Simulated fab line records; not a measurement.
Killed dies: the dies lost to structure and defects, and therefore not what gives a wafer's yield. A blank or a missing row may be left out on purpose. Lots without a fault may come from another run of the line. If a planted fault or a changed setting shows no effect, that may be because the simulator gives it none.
Split-lot study -- flow n5_finfet -- 21 wafers read from 7 lots, route of 1938 steps

## THE SPLIT
At N5_MOL_CONTACT_COAG_COAT_76 (time 60 s, resist thk 10 nm), the setting spin_rpm was moved away from the recipe's 1500 rpm on 6 of the 21 wafers read, by -5.5% to +10.2%. All remaining wafers had this setting at the recipe value.

## FROM THE SPLIT TO THE READING: what the file shows between them, 7 steps
- N5_MOL_CONTACT_COAG_COAT_77: time 60 s, resist thk 10 nm
- N5_MOL_CONTACT_COAG_COAT_78: resist thk 40 nm
- N5_MOL_CONTACT_COAG_DESCUM_88: chemistry O2, time 7 s
- N5_MOL_CONTACT_COAG_ETCH_89: etches underlayer in N2/H2, target depth 13 nm, time 10.4 s
- N5_MOL_CONTACT_COAG_ETCH_90: etches SiARC in CF4, target depth 13 nm, time 21.7 s
- N5_MOL_CONTACT_COAG_ALD_131: deposits SiO2, target thk 5 nm, pulse time 1 s, co reactant pulse time 1 s
- N5_MOL_CONTACT_COAG_ETCHBACK_132: etches SiO2 in CHF3, target depth 10 nm, time 6.7 s

## THE READING
SiARC_of_MOL_CONTACT_COAG_COAT_76.thk_nm (the simulator's own value, which no gauge read), in nm, at N5_MOL_CONTACT_COAG_ETCH_91 (etches SOC in N2/H2, target depth 60 nm, overetch 21 nm, time 101.2 s). No usual value for it is given in the file. The 15 wafers here that ran the recipe average 5.8 nm, standard deviation 0.068 nm.

wafer,"tool, chamber at the split","spin_rpm as run, rpm",against the recipe,"SiARC_of_MOL_CONTACT_COAG_COAT_76.thk_nm, nm",against lot-mates on the recipe
L075.1,"litho_track-03, 0",1500,recipe,5.8,-
L075.2,"litho_track-03, 0",1500,recipe,5.8,-
L075.3,"litho_track-03, 0",1500,recipe,5.8,-
L076.3,"litho_track-03, 0",1500,recipe,5.8,-
L076.4,"litho_track-03, 0",1433,-4.5%,6,+0.2
L076.6,"litho_track-03, 0",1433,-4.5%,6,+0.2
L081.1,"litho_track-03, 0",1422,-5.2%,6.2,+0.3
L081.2,"litho_track-03, 0",1500,recipe,5.8,-
L081.3,"litho_track-03, 0",1500,recipe,6,-
L083.1,"litho_track-02, 0",1500,recipe,5.8,-
L083.2,"litho_track-02, 0",1417,-5.5%,6,+0.2
L083.3,"litho_track-02, 0",1417,-5.5%,6.2,+0.4
L086.3,"litho_track-03, 0",1500,recipe,5.8,-
L086.4,"litho_track-03, 0",1500,recipe,5.8,-
L086.6,"litho_track-03, 0",1653,+10.2%,5.4,-0.4
L089.1,"litho_track-02, 0",1500,recipe,6,-
L089.3,"litho_track-02, 0",1500,recipe,5.8,-
L089.4,"litho_track-02, 0",1500,recipe,5.8,-
L090.4,"litho_track-04, 0",1500,recipe,5.8,-
L090.5,"litho_track-04, 0",1500,recipe,5.8,-
L090.6,"litho_track-04, 0",1500,recipe,5.8,-

THE FIT
A straight line over all 21 wafers: SiARC_of_MOL_CONTACT_COAG_COAT_76.thk_nm changes by -0.0463 nm for each +1% of spin_rpm; r = -0.90; the points scatter about the line by 0.076 nm.
The same after taking each lot's own level away (the mean of its wafers on the recipe; 21 wafers): -0.0456 nm for each +1%; r = -0.93; scatter 0.064 nm.
That fit puts the effect of the largest move of spin_rpm on the reading at 0.47 nm.
From 5.80 to 5.90 nm: that is the span of the lots' own levels, equal to 1.5 times the standard deviation above.
The two slopes agree, so the slope changes little with the lot-to-lot level.
Check: with one of the wafers moved furthest among these (+10.2%) left out of the fit, the line predicts -0.533 nm for it against its lot-mates. It came out at -0.4 nm against them.

## ADDITIONAL SPLITS CARRIED BY THESE WAFERS
Before the reading, these wafers also passed through other splits. Each is held against what the fit with the lots' levels taken away leaves over:
other split on the same wafers,wafers away from the commonest value,r with SiARC_of_MOL_CONTACT_COAG_COAT_76.thk_nm (lot level and that fit taken away)
N5_SDB_ALD_29 ald_cycles,7,+0.22
N5_HKMG_FIN_COAT_06 spin_rpm,4,+0.24
N5_MOL_CONTACT_COAG_EXPOSE_05 dose_mj,5,-0.02

## THE WHOLE CHAIN: every reading that the file lists as answering this split, in the file's order
step,what it does,reading,change (the file's fit),r (the file's)
N5_MOL_CONTACT_COAG_COAT_76,"time 60 s, resist thk 10 nm","SiARC_of_MOL_CONTACT_COAG_COAT_76.thk_nm (the simulator's own value, which no gauge read)",-0.0422 nm for each +1% of the setting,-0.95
N5_MOL_CONTACT_COAG_ETCH_90,"etches SiARC in CF4, target depth 13 nm, time 21.7 s",etch_rf_on_time_s,withheld for each +1% of the setting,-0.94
N5_MOL_CONTACT_COAG_ETCH_90,"etches SiARC in CF4, target depth 13 nm, time 21.7 s","etch.depth_nm (the simulator's own value, which no gauge read)",-0.0485 nm for each +1% of the setting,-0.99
N5_MOL_CONTACT_COAG_ETCH_91,"etches SOC in N2/H2, target depth 60 nm, overetch 21 nm, time 101.2 s","SiARC_of_MOL_CONTACT_COAG_COAT_76.thk_nm (the simulator's own value, which no gauge read)",-0.0451 nm for each +1% of the setting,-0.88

## THE FILE'S OWN FIT
SiARC_of_MOL_CONTACT_COAG_COAT_76.thk_nm changes by -0.0451 nm for each +1% of spin_rpm, r = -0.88.
